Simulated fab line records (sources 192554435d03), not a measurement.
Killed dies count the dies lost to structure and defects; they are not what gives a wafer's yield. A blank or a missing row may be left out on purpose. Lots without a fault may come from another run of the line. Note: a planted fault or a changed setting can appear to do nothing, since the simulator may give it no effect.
fab line records -- flow n5-finfet
record lots=8, wafers=23, last-day=15
route steps=1938 shown DUMMY_GATE@240 BEOL_M4@1111 PASSIVATION@1936
lots untouched by any fault: they come from a run of this same line in which no faults occurred
start-h: the number of hours between the record's first day and the start of the first shown wafer of the lot -- wait-h: hours elapsed since this lot's preceding step -- " same as the row above -- L1.1+2: a row that stands for several wafers -- - no value, or no start given -- * or withheld: withheld -- < > ~ a bound
route shown NAME@n: names a module that has steps shown in the file, with the first one's number in the route -- usual: the fault-free wafers' mean and standard deviation -- same: alike in all rows -- chamber/n: place in a boat -- sites: readings site by site -- _std_site: standard deviation across them -- _edge_site: the outer-site mean with the inner-site mean subtracted -- radius-mm: how far each site lies from the wafer's centre -- mask NAME#n: copy n -- behind: the most recent tool/chamber to have shaped the wafer -- hold: why the lot was held/for how many hours/how that ended -- device: transistor that didn't switch, given as n, p or np -- end of line: at the end of the route, the tests of the same wafers -- for a step that has no rows: nothing shown but its recipe -- killed: count of dies lost to structure and defects at first sort (not the wafer's yield) -- map: per-die view of a wafer (x killed, . not killed, _ where there is no die)
set.NAME: the run value of the setting; set.NAME@STEP: its run value at that earlier step -- model.NAME: the simulator's own value behind a step, which no gauge read
route steps across a sampled set of lots; one table per step, one row per wafer
services: a tool's chamber out of use, with start hour (start-h, from the record's first day; less than 0 if before it), hours out, and reason
## steps
# step N5_DUMMY_GATE_TRIM_49
# recipe chemistry=O2, resist=SOC, time-s=29, target-cd-nm=14, source-power-w=300, bias-power-w=0, O2_flow_sccm=100, temp-c=20
# usual drypump-motor-current-A=5.6/0.43, he-backside-leak-sccm=2.68/0.21, oes-product-au=1.000/0.021, throttle-valve-pct=8.08/0.16
lot.wafer,tool,chamber,start-h,wait-h,drypump-motor-current-A,he-backside-leak-sccm,oes-product-au,rf-hours-counter-h,throttle-valve-pct
L470.1,rie-si-04,3,52.88,0.0,5.1,2.59,0.970,135,8.04
L470.3,rie-si-04,2,52.88,0.0,5.1,2.73,0.987,127,8.23
L470.5,rie-si-04,2,52.88,0.0,5.0,2.79,0.986,-,8.20
L473.1,rie-si-04,0,72.06,0.0,5.8,2.89,0.981,5,8.05
L473.6,rie-si-04,0,72.06,0.0,5.8,2.75,0.988,-,8.05
L476.2,rie-si-02,2,88.23,0.0,5.3,2.85,1.007,61,7.85
L476.3,rie-si-02,0,88.23,0.0,5.9,2.75,0.976,4,8.30
L476.5,rie-si-02,1,88.23,0.0,5.7,2.51,1.034,-,7.91
L477.1,rie-si-01,0,98.13,0.0,6.1,2.96,1.019,8,8.08
L477.2,rie-si-01,2,98.13,0.0,4.7,2.48,1.017,0,8.07
L477.3,rie-si-01,1,98.13,0.0,5.1,2.92,1.017,102,8.13
L481.1,rie-si-02,0,119.12,0.0,5.8,2.59,0.985,4,8.31
L481.3,rie-si-02,2,119.12,0.0,5.4,2.81,1.005,62,7.86
L481.4,rie-si-02,3,119.12,0.0,5.5,2.66,1.009,8,7.98
L483.1,rie-si-02,1,130.75,0.0,5.7,2.51,1.455,55,7.90
L483.3,rie-si-02,0,130.75,0.0,5.8,2.63,1.388,5,8.30
L483.5,rie-si-02,1,130.75,0.0,5.7,2.53,1.022,-,7.91
L485.1,rie-si-04,2,142.08,0.0,5.1,2.68,0.984,129,8.24
L485.2,rie-si-04,3,142.08,0.0,5.1,2.56,0.962,136,8.06
L485.5,rie-si-04,3,142.08,0.0,5.1,2.54,0.966,-,8.04
L486.2,rie-si-02,0,150.53,0.0,5.9,2.51,1.398,5,8.29
L486.3,rie-si-02,2,150.53,0.0,5.3,3.10,1.455,62,7.85
L486.4,rie-si-02,1,150.53,0.0,5.7,2.39,1.027,56,7.92
# step N5_DUMMY_GATE_CD_MEAS_50
# recipe target-cd-nm=14
# usual cd-nm=14.0/0.44
lot.wafer,tool,chamber,start-h,wait-h,cd-nm
L470.1,cd-sem-01,-,53.05,0.0,14.6
L470.3,cd-sem-01,-,53.05,0.0,14.0
L470.5,cd-sem-01,-,53.05,0.0,13.4
L473.1,cd-sem-02,-,72.21,0.0,14.0
L473.6,cd-sem-02,-,72.21,0.0,14.3
L476.2,cd-sem-01,-,88.38,0.0,13.9
L476.3,cd-sem-01,-,88.38,0.0,14.6
L476.5,cd-sem-01,-,88.38,0.0,13.9
L477.1,cd-sem-01,-,98.28,0.0,13.1
L477.2,cd-sem-01,-,98.28,0.0,14.1
L477.3,cd-sem-01,-,98.28,0.0,14.9
L481.1,cd-sem-01,-,119.27,0.0,14.3
L481.3,cd-sem-01,-,119.27,0.0,15.1
L481.4,cd-sem-01,-,119.27,0.0,14.5
L483.1,cd-sem-02,-,130.90,0.0,7.3
L483.3,cd-sem-02,-,130.90,0.0,8.4
L483.5,cd-sem-02,-,130.90,0.0,14.0
L485.1,cd-sem-02,-,142.23,0.0,13.3
L485.2,cd-sem-02,-,142.23,0.0,14.0
L485.5,cd-sem-02,-,142.23,0.0,14.5
L486.2,cd-sem-02,-,150.78,0.0,8.5
L486.3,cd-sem-02,-,150.78,0.0,7.7
L486.4,cd-sem-02,-,150.78,0.0,13.5
# step N5_DUMMY_GATE_HM_OPEN_21
# recipe chemistry=CH3F/O2, target=SiNx, target-depth-a=1200, Ar_flow_sccm=150, CH3F_flow_sccm=30, O2_flow_sccm=23, time-s=171.4, pressure-mtorr=30, source-w=395, bias-w=73, ion-energy-ev=120.7
# usual drypump-motor-current-A=5.9/0.42, oes_f_703_au=0.77/0.072, oes_o_777_au=0.77/0.069, oes-product-au=0.76/0.079, rf-vpp-V=298/9.4, showerhead-plenum-p-Torr=2.05/0.061, throttle-valve-pct=16.50/0.18
lot.wafer,tool,chamber,start-h,wait-h,drypump-motor-current-A,oes_f_703_au,oes_o_777_au,oes-product-au,rf-hours-counter-h,rf-vpp-V,showerhead-plenum-p-Torr,throttle-valve-pct
L470.1,rie-diel-01,2,53.19,0.0,5.4,0.93,0.91,0.94,20,308,2.05,16.50
L470.3,rie-diel-01,0,53.19,0.0,5.1,0.80,0.81,0.78,135,292,2.12,16.38
L470.5,rie-diel-01,0,53.19,0.0,5.1,0.80,0.81,0.78,-,293,2.12,16.40
L473.1,rie-diel-03,3,72.35,0.0,6.6,0.95,0.96,0.98,2,302,2.16,16.22
L473.6,rie-diel-03,0,72.35,0.0,6.1,0.77,0.79,0.76,-,291,2.10,16.23
L476.2,rie-diel-03,0,88.51,0.0,6.1,0.77,0.78,0.77,135,290,2.10,16.25
L476.3,rie-diel-03,2,88.51,0.0,6.4,0.76,0.76,0.76,139,304,2.02,16.42
L476.5,rie-diel-03,1,88.51,0.0,5.7,0.74,0.74,0.75,-,294,2.01,16.68
L477.1,rie-diel-03,2,98.41,0.0,6.4,0.76,0.76,0.76,142,304,2.02,16.41
L477.2,rie-diel-03,1,98.41,0.0,5.7,0.75,0.74,0.74,149,293,2.01,16.67
L477.3,rie-diel-03,3,98.41,0.0,6.6,0.93,0.93,0.95,9,300,2.16,16.23
L481.1,rie-diel-01,1,119.41,0.0,5.6,0.74,0.74,0.67,230,281,1.99,16.34
L481.3,rie-diel-01,2,119.41,0.0,5.4,0.89,0.88,0.89,44,307,2.05,16.55
L481.4,rie-diel-01,0,119.41,0.0,5.1,0.78,0.80,0.75,159,292,2.11,16.41
L483.1,rie-diel-02,3,131.05,0.0,5.7,0.67,0.70,0.71,193,313,1.99,16.86
L483.3,rie-diel-02,0,131.05,0.0,5.9,0.71,0.73,0.70,228,314,2.06,16.59
L483.5,rie-diel-02,3,131.05,0.0,5.7,0.68,0.69,0.71,-,311,1.99,16.87
L485.1,rie-diel-03,0,142.36,0.0,6.2,0.75,0.76,0.75,150,291,2.10,16.27
L485.2,rie-diel-03,1,142.36,0.0,5.7,0.73,0.73,0.73,162,294,2.01,16.70
L485.5,rie-diel-03,0,142.36,0.0,6.1,0.75,0.76,0.75,-,290,2.10,16.28
L486.2,rie-diel-02,3,150.91,0.0,5.8,0.67,0.69,0.71,200,313,1.99,16.88
L486.3,rie-diel-02,1,150.91,0.0,5.7,0.74,0.74,0.72,181,285,1.94,16.79
L486.4,rie-diel-02,0,150.91,0.0,5.9,0.71,0.73,0.71,235,314,2.06,16.61
# step N5_DUMMY_GATE_ETCH_32
# recipe chemistry=CF4, target=SiO2, target-depth-a=35, time-s=3.9, ion-energy-ev=350, pressure-mtorr=10, icp-w=800, bias-w=400, cf4-flow-sccm=80
# usual drypump-motor-current-A=5.6/0.45, he-backside-leak-sccm=2.7/0.33, oes-product-au=0.993/0.026, throttle-valve-pct=21.66/0.26
lot.wafer,tool,chamber,start-h,wait-h,drypump-motor-current-A,he-backside-leak-sccm,oes-product-au,rf-hours-counter-h,throttle-valve-pct
L470.1,rie-si-01,0,53.35,0.1,6.1,3.0,1.039,7,21.40
L470.3,rie-si-01,1,53.35,0.1,5.1,2.9,0.986,101,21.62
L470.5,rie-si-01,1,53.35,0.1,5.1,3.0,0.980,-,21.62
L473.1,rie-si-01,2,72.51,0.1,4.8,2.7,1.023,200,21.79
L473.6,rie-si-01,2,72.51,0.1,4.7,2.7,1.025,-,21.80
L476.2,rie-si-04,1,88.67,0.1,5.7,2.5,1.002,58,21.61
L476.3,rie-si-04,3,88.67,0.1,5.1,2.5,0.992,135,21.54
L476.5,rie-si-04,1,88.67,0.1,5.8,2.5,0.997,-,21.60
L477.1,rie-si-02,3,98.57,0.1,5.5,2.7,0.973,8,21.55
L477.2,rie-si-02,1,98.57,0.1,5.7,2.4,1.010,55,21.11
L477.3,rie-si-02,0,98.57,0.1,5.8,2.7,0.971,4,22.21
L481.1,rie-si-01,2,119.58,0.1,4.8,2.4,1.057,0,21.64
L481.3,rie-si-01,1,119.58,0.1,5.1,2.9,0.984,103,21.62
L481.4,rie-si-01,0,119.58,0.1,6.1,2.9,1.031,8,21.41
L483.1,rie-si-04,2,131.21,0.1,5.1,2.5,1.018,129,21.79
L483.3,rie-si-04,0,131.21,0.1,5.8,2.9,0.969,6,21.99
L483.5,rie-si-04,0,131.21,0.1,5.8,2.9,0.962,-,21.99
L485.1,rie-si-02,3,142.52,0.1,5.5,2.7,0.951,8,21.57
L485.2,rie-si-02,0,142.52,0.1,5.9,2.6,0.963,5,22.19
L485.5,rie-si-02,0,142.52,0.1,5.9,2.7,0.953,-,22.18
L486.2,rie-si-04,3,151.07,0.1,5.1,2.7,0.986,136,21.53
L486.3,rie-si-04,1,151.07,0.1,5.8,2.4,0.999,60,21.60
L486.4,rie-si-04,2,151.07,0.1,5.1,2.8,1.020,129,21.77
# step N5_DUMMY_GATE_CD_MEAS_24
# recipe target-cd-nm=15
# usual cd-nm=15.0/0.51
lot.wafer,tool,chamber,start-h,wait-h,cd-nm
L470.1,cd-sem-02,-,53.55,0.1,14.2
L470.3,cd-sem-02,-,53.55,0.1,15.3
L470.5,cd-sem-02,-,53.55,0.1,14.5
L473.1,cd-sem-03,-,72.71,0.1,15.0
L473.6,cd-sem-03,-,72.71,0.1,15.8
L476.2,cd-sem-01,-,88.87,0.1,15.3
L476.3,cd-sem-01,-,88.87,0.1,16.1
L476.5,cd-sem-01,-,88.87,0.1,14.5
L477.1,cd-sem-02,-,98.77,0.1,14.5
L477.2,cd-sem-02,-,98.77,0.1,14.6
L477.3,cd-sem-02,-,98.77,0.1,16.0
L481.1,cd-sem-01,-,119.77,0.1,15.8
L481.3,cd-sem-01,-,119.77,0.1,15.9
L481.4,cd-sem-01,-,119.77,0.1,15.6
L483.1,cd-sem-03,-,131.41,0.1,8.2
L483.3,cd-sem-03,-,131.41,0.1,9.3
L483.5,cd-sem-03,-,131.41,0.1,14.7
L485.1,cd-sem-02,-,142.72,0.1,14.9
L485.2,cd-sem-02,-,142.72,0.1,14.6
L485.5,cd-sem-02,-,142.72,0.1,15.7
L486.2,cd-sem-02,-,151.28,0.1,9.7
L486.3,cd-sem-02,-,151.28,0.1,9.0
L486.4,cd-sem-02,-,151.28,0.1,14.0
# step N5_DUMMY_GATE_ETCH_42
# recipe chemistry=CHF3/O2, target=SiO2, target-depth-a=35, time-s=31, ion-energy-ev=30, bias-w=12, pressure-mtorr=30, source-w=600, Ar_flow_sccm=200, CHF3_flow_sccm=50, O2_flow_sccm=5
# usual CHF3_flow_sccm=49.98/0.16, drypump-motor-current-A=5.9/0.37, oes_f_703_au=0.76/0.063, oes_o_777_au=0.77/0.065, oes-product-au=0.75/0.067, rf-vpp-V=42.4/1.5, showerhead-plenum-p-Torr=2.43/0.07, throttle-valve-pct=18.84/0.2
lot.wafer,tool,chamber,start-h,wait-h,CHF3_flow_sccm,drypump-motor-current-A,oes_f_703_au,oes_o_777_au,oes-product-au,rf-hours-counter-h,rf-vpp-V,showerhead-plenum-p-Torr,throttle-valve-pct
L470.1,rie-diel-02,3,53.60,0.0,50.15,5.8,0.70,0.71,0.73,169,45.0,2.39,19.16
L470.3,rie-diel-02,0,53.60,0.0,49.79,6.0,0.74,0.75,0.71,204,43.9,2.46,18.83
L470.5,rie-diel-02,3,53.60,0.0,49.91,5.8,0.70,0.71,0.73,-,43.9,2.39,19.17
L473.1,rie-diel-03,0,72.76,0.0,49.95,6.1,0.78,0.79,0.78,130,41.5,2.50,18.52
L473.6,rie-diel-03,0,72.76,0.0,49.93,6.1,0.78,0.79,0.78,-,42.0,2.50,18.53
L476.2,rie-diel-01,2,89.04,0.2,50.01,5.4,0.91,0.90,0.91,33,42.6,2.44,18.89
L476.3,rie-diel-01,0,89.04,0.2,50.09,5.1,0.79,0.80,0.77,148,44.2,2.52,18.71
L476.5,rie-diel-01,2,89.04,0.2,49.78,5.4,0.90,0.90,0.92,-,44.6,2.44,18.88
L477.1,rie-diel-01,1,98.89,0.1,49.78,5.7,0.75,0.74,0.69,223,40.7,2.38,18.65
L477.2,rie-diel-01,0,98.89,0.1,50.03,5.1,0.79,0.79,0.76,152,41.2,2.52,18.73
L477.3,rie-diel-01,2,98.89,0.1,50.02,5.4,0.90,0.89,0.90,37,43.1,2.44,18.87
L481.1,rie-diel-02,0,119.84,0.1,50.10,6.0,0.72,0.74,0.71,224,43.6,2.45,18.86
L481.3,rie-diel-02,3,119.84,0.1,50.08,5.7,0.68,0.70,0.70,190,43.5,2.38,19.21
L481.4,rie-diel-02,2,119.84,0.1,49.95,6.0,0.76,0.76,0.76,157,42.3,2.51,18.91
L483.1,rie-diel-03,1,131.52,0.1,49.91,5.7,0.74,0.75,0.73,159,41.7,2.39,19.00
L483.3,rie-diel-03,2,131.52,0.1,50.16,6.4,0.75,0.76,0.74,152,45.0,2.41,18.75
L483.5,rie-diel-03,2,131.52,0.1,50.14,6.4,0.75,0.76,0.73,-,43.2,2.41,18.74
L485.1,rie-diel-01,1,142.77,0.0,50.04,5.7,0.74,0.73,0.68,238,39.6,2.37,18.67
L485.2,rie-diel-01,3,142.77,0.0,49.90,6.3,0.68,0.67,0.68,232,43.0,2.37,18.84
L485.5,rie-diel-01,2,142.77,0.0,50.02,5.4,0.87,0.87,0.87,-,41.8,2.44,18.91
L486.2,rie-diel-02,3,151.32,0.0,49.71,5.8,0.67,0.69,0.70,200,43.6,2.38,19.21
L486.3,rie-diel-02,0,151.32,0.0,49.92,5.9,0.71,0.72,0.69,235,45.6,2.45,18.87
L486.4,rie-diel-02,1,151.32,0.0,49.98,5.7,0.75,0.78,0.72,181,40.4,2.31,19.04
# step N5_BEOL_M4_RC_MEAS_101
# usual DIBL_N=36.8/2.2, DIBL_P=37.0/2.8, IOFF_N=0.18/0.043, IOFF_P=0.23/0.05, ION_N=680/14, ION_P=466/9.1, SS_N=71.7/0.74, SS_P=73.5/0.79, VT_N=248/4, VT_P=-249/4.1
lot.wafer,tool,chamber,start-h,wait-h,DIBL_N[mV/V],DIBL_P[mV/V],IOFF_N[nA/um],IOFF_P[nA/um],ION_N[uA/um],ION_P[uA/um],SS_N[mV/dec],SS_P[mV/dec],VT_N[mV],VT_P[mV]
L470.1,prober-02,0,177.57,0.0,37.8,36.7,0.16,0.19,666,450,71.9,73.9,249,-254
L470.3,prober-02,0,177.57,0.0,34.9,33.9,0.13,0.17,677,462,69.7,73.0,252,-255
L470.5,prober-02,0,177.57,0.0,38.9,38.6,0.19,0.23,688,463,71.8,73.7,248,-251
L473.1,prober-01,0,200.37,0.2,36.6,39.3,0.18,0.20,682,455,71.6,73.9,246,-253
L473.6,prober-01,0,200.37,0.2,32.5,33.7,0.10,0.13,659,444,70.4,72.3,255,-259
L476.2,prober-02,0,203.49,0.2,37.2,36.0,0.17,0.22,678,465,72.8,73.9,248,-248
L476.3,prober-02,0,203.49,0.2,34.5,33.0,0.13,0.18,658,457,71.3,72.6,250,-250
L476.5,prober-02,0,203.49,0.2,38.6,38.7,0.20,0.26,677,469,72.6,73.6,246,-246
L477.1,prober-02,0,224.45,0.0,40.9,45.1,0.28,0.36,698,474,72.8,75.9,240,-244
L477.2,prober-02,0,224.45,0.0,36.3,39.3,0.17,0.23,685,472,71.2,72.8,247,-251
L477.3,prober-02,0,224.45,0.0,31.0,32.1,0.09,0.13,647,449,69.7,71.9,256,-257
L481.1,prober-01,0,238.03,0.0,36.0,34.8,0.18,0.22,691,467,71.4,72.5,247,-250
L481.3,prober-01,0,238.03,0.0,34.0,31.5,0.13,0.17,668,462,70.7,71.9,255,-251
L481.4,prober-01,0,238.03,0.0,36.7,34.3,0.18,0.21,687,474,71.0,72.6,249,-248
L483.5,prober-02,0,254.66,0.6,35.5,35.6,0.15,0.20,670,461,71.3,72.9,250,-252
L485.1,prober-02,0,255.22,0.0,38.0,35.6,0.16,0.18,675,453,71.6,73.2,249,-254
L485.2,prober-02,0,255.22,0.0,38.0,37.6,0.18,0.21,678,454,72.3,73.6,249,-251
L485.5,prober-02,0,255.22,0.0,34.9,31.6,0.12,0.13,662,448,71.6,72.1,254,-256
L486.4,prober-02,0,261.13,0.5,38.4,35.4,0.16,0.23,669,459,71.9,73.5,252,-248
# step N5_PASSIVATION_PROBE_49
# usual defect-limited-yield=91.4/1.5, killed_at_M0_to_M3=36/11, killed_at_M4_up=14/6, killed-at-contacts=11/6, killed-at-front-end=37/11, killed-at-other=4/3.4, killed-dies=102/18, killed-on-rim=13/3.5, killed-open=66/13, killed-short=34/7.8, sort_bin_4_leakage=0.00/0.017, sort_bin_5_function=5.0/0.97, sort_bin_6_memory=3.2/0.7, sort-n-pass=1078/19, sort-yield-pct=91.3/1.6
# same gross-dies=1180, killed-at-back-side=0, sort_bin_8_speed[%]=0
lot.wafer,tool,chamber,start-h,wait-h,defect-limited-yield[%],killed_at_M0_to_M3,killed_at_M4_up,killed-at-contacts,killed-at-front-end,killed-at-other,killed-dies,killed-on-rim,killed-open,killed-short,sort_bin_4_leakage[%],sort_bin_5_function[%],sort_bin_6_memory[%],sort-n-pass,sort-yield-pct[%]
L473.1,prober-01,-,307.61,0.0,91.6,44,7,8,39,1,99,15,71,28,0,5.0,3.0,1081,91.6
L473.6,prober-01,-,307.86,0.3,90.3,32,7,12,55,8,114,14,72,39,0,5.0,4.3,1066,90.3
L481.1,prober-02,-,344.63,0.8,92.6,34,17,4,25,7,87,7,47,39,0,4.5,2.5,1093,92.6
L481.3,prober-02,-,344.73,0.9,92.5,36,14,6,31,2,89,13,48,41,0,3.6,3.7,1091,92.5
L481.4,prober-02,-,344.78,0.9,89.1,39,19,7,61,3,129,16,78,49,0,6.5,3.9,1051,89.1
L483.1,prober-02,-,359.21,0.5,0,48,24,26,1082,0,1180,152,87,31,0,95.9,3.7,0,0
L483.3,prober-02,-,359.31,0.6,0,22,36,6,1112,4,1180,152,71,39,0,95.8,3.8,0,0
L483.5,prober-02,-,359.41,0.7,91.5,30,25,8,36,1,100,15,64,35,0,5.7,2.5,1080,91.5
L486.2,prober-01,-,363.62,0.1,0,42,17,7,1111,3,1180,152,55,45,0,96.7,2.9,0,0
L486.3,prober-01,-,363.67,0.1,0,28,9,9,1132,2,1180,152,61,41,0,97.5,2.1,0,0
L486.4,prober-01,-,363.72,0.2,93.1,30,10,7,34,0,81,10,56,24,0,3.6,2.8,1099,93.1
# killed by level:class
L473.1 BEOL_M2:geometric-particle:open=12 FIN_SAQP:geometric-particle:open=11 MOL_CONTACT_COAG:geometric-particle:open=8 BEOL_M0_SAQP:geometric-particle:open=8 BEOL_M0_SAQP:geometric-particle:short=6 FIN_SAQP:geometric-particle:short=5 DUMMY_GATE:geometric-particle:open=4 BEOL_M0:geometric-particle:open=4
L473.6 FIN_SAQP:geometric-particle:open=17 FIN_SAQP:geometric-particle:short=11 BEOL_M0_SAQP:geometric-particle:open=9 DUMMY_GATE:geometric-particle:open=7 MOL_CONTACT_COAG:geometric-particle:open=7 BEOL_M0_SAQP:geometric-particle:short=6 STI_FIN_REVEAL:geometric-particle:open=5 BEOL_M2:geometric-particle:open=5
L481.1 BEOL_M4:geometric-particle:open=10 BEOL_M3:geometric-particle:short=8 FIN_SAQP:geometric-particle:open=7 FIN_SAQP:geometric-particle:short=5 BEOL_M0_SAQP:geometric-particle:open=5 BEOL_M0_SAQP:geometric-particle:short=5 BEOL_M3:geometric-particle:open=5 BEOL_M1:geometric-particle:open=4
L481.3 BEOL_M0_SAQP:geometric-particle:short=11 BEOL_M0_SAQP:geometric-particle:open=8 FIN_SAQP:geometric-particle:open=7 FIN_SAQP:geometric-particle:short=6 STI_FIN_REVEAL:geometric-particle:open=5 MOL_CONTACT_COAG:geometric-particle:open=5 BEOL_M1:geometric-particle:open=5 GATE_CUT:geometric-particle:short=4
L481.4 FIN_SAQP:geometric-particle:open=24 FIN_SAQP:geometric-particle:short=13 BEOL_M0_SAQP:geometric-particle:short=13 BEOL_M0_SAQP:geometric-particle:open=12 BEOL_M4:geometric-particle:open=12 GATE_CUT:geometric-particle:short=7 MOL_CONTACT_COAG:geometric-particle:open=6 BEOL_M4:geometric-particle:short=6
L483.1 DUMMY_GATE:area-trim=1062 MOL_CONTACT_COAG:geometric-particle:open=24 BEOL_M2:geometric-particle:open=13 BEOL_M0_SAQP:geometric-particle:short=11 BEOL_M0_SAQP:geometric-particle:open=11 BEOL_M4:geometric-particle:open=10 BEOL_M5:geometric-particle:open=7 FIN_SAQP:geometric-particle:open=5
L483.3 DUMMY_GATE:area-trim=1069 BEOL_M4:geometric-particle:open=14 FIN_SAQP:geometric-particle:short=12 BEOL_M5:geometric-particle:open=8 STI_FIN_REVEAL:geometric-particle:open=7 BEOL_M0_SAQP:geometric-particle:short=7 GATE_CUT:geometric-particle:short=6 BEOL_M0_SAQP:geometric-particle:open=6
L483.5 BEOL_M0_SAQP:geometric-particle:open=9 BEOL_M4:geometric-particle:open=9 FIN_SAQP:geometric-particle:open=7 MOL_CONTACT_COAG:geometric-particle:open=7 GATE_CUT:geometric-particle:short=6 FIN_SAQP:geometric-particle:short=5 BEOL_M3:geometric-particle:open=5 BEOL_M2:geometric-particle:open=5
L486.2 DUMMY_GATE:area-trim=1077 BEOL_M1:geometric-particle:open=13 GATE_CUT:geometric-particle:short=8 BEOL_M4:geometric-particle:short=8 GATE_CUT:geometric-particle:open=7 BEOL_M0_SAQP:geometric-particle:short=7 BEOL_M0_SAQP:geometric-particle:open=6 MOL_CONTACT_COAG:geometric-particle:open=5
L486.3 DUMMY_GATE:area-trim=1078 BEOL_M2:geometric-particle:open=8 FIN_SAQP:geometric-particle:short=7 GATE_CUT:geometric-particle:short=7 GATE_CUT:geometric-particle:open=6 MOL_CONTACT_COAG:geometric-particle:open=5 BEOL_M1:geometric-particle:open=5 DUMMY_GATE:geometric-particle:open=4
L486.4 BEOL_M3:geometric-particle:open=15 STI_FIN_REVEAL:geometric-particle:open=10 GATE_CUT:geometric-particle:open=6 GATE_CUT:geometric-particle:short=5 MOL_CONTACT_COAG:geometric-particle:open=5 FIN_SAQP:geometric-particle:open=4 DUMMY_GATE:geometric-particle:open=2 ILD0:geometric-particle:short=2
## services
tool,chamber,start-h,hours,kind
rie-si-01,3,33.25,-,clean
rie-si-01,3,33.25,-,consumable-replace:focus-ring
rie-si-01,3,33.25,15.6,scheduled-down
rie-si-01,3,33.25,15.6,vent-cycle
rie-diel-03,3,45.24,-,clean
rie-diel-03,3,45.24,-,consumable-replace:focus-ring
rie-diel-03,3,45.24,-,consumable-replace:showerhead
rie-diel-03,3,45.24,20.0,scheduled-down
rie-diel-03,3,45.24,20.0,vent-cycle
rie-diel-01,1,50.76,6.3,repair
rie-diel-01,3,70.53,31.2,repair
rie-si-01,2,75.08,-,clean
rie-si-01,2,75.08,15.5,scheduled-down
rie-si-01,2,75.08,15.5,vent-cycle
rie-si-02,2,119.16,18.9,repair
rie-si-01,1,129.08,2.1,repair
rie-diel-01,0,140.58,7.1,repair
rie-diel-01,-,143.86,3.3,repair
rie-si-01,-,144.24,2.8,pm
rie-si-04,0,145.61,4.8,repair
rie-diel-03,1,147.36,3.3,repair
## key
first-sign step=N5_DUMMY_GATE_TRIM_49, reading=oes-product-au, direction=up, sigmas=20, usual=1.000, struck=1.424
effect step=N5_DUMMY_GATE_CD_MEAS_50, reading=cd-nm, direction=down, sigmas=14, usual=14.0, struck=8.0
effect step=N5_DUMMY_GATE_CD_MEAS_24, reading=cd-nm, direction=down, sigmas=12, usual=15.0, struck=9.1
effect step=N5_PASSIVATION_PROBE_49, reading=sort_bin_5_function, direction=up, sigmas=94, usual=5.0, struck=96.5
more-kills-born-at N5_DUMMY_GATE_TRIM_49@rie-si-02=4286
met-at N5_DUMMY_GATE_TRIM_49
struck-lots L483,L486
struck-wafers L483.1,L483.3,L486.2,L486.3
later-rows-left-out L483.1,L483.3,L486.2,L486.3
not-acting-at N5_DUMMY_GATE_HM_OPEN_21,N5_DUMMY_GATE_ETCH_32,N5_DUMMY_GATE_ETCH_42
onset-between 119.12 130.75
fault kind=process-parameter-drift, tool=rie-si-02, chamber=-, onset-h=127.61, steps=N5_DUMMY_GATE_TRIM_49, channel=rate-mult, offset=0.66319, shape=step, end-h=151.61, scope=struck-wafers-only
# later-rows-left-out: the simulator's readings of these wafers behind a module that went badly wrong aren't trusted and aren't shown, but for the sort
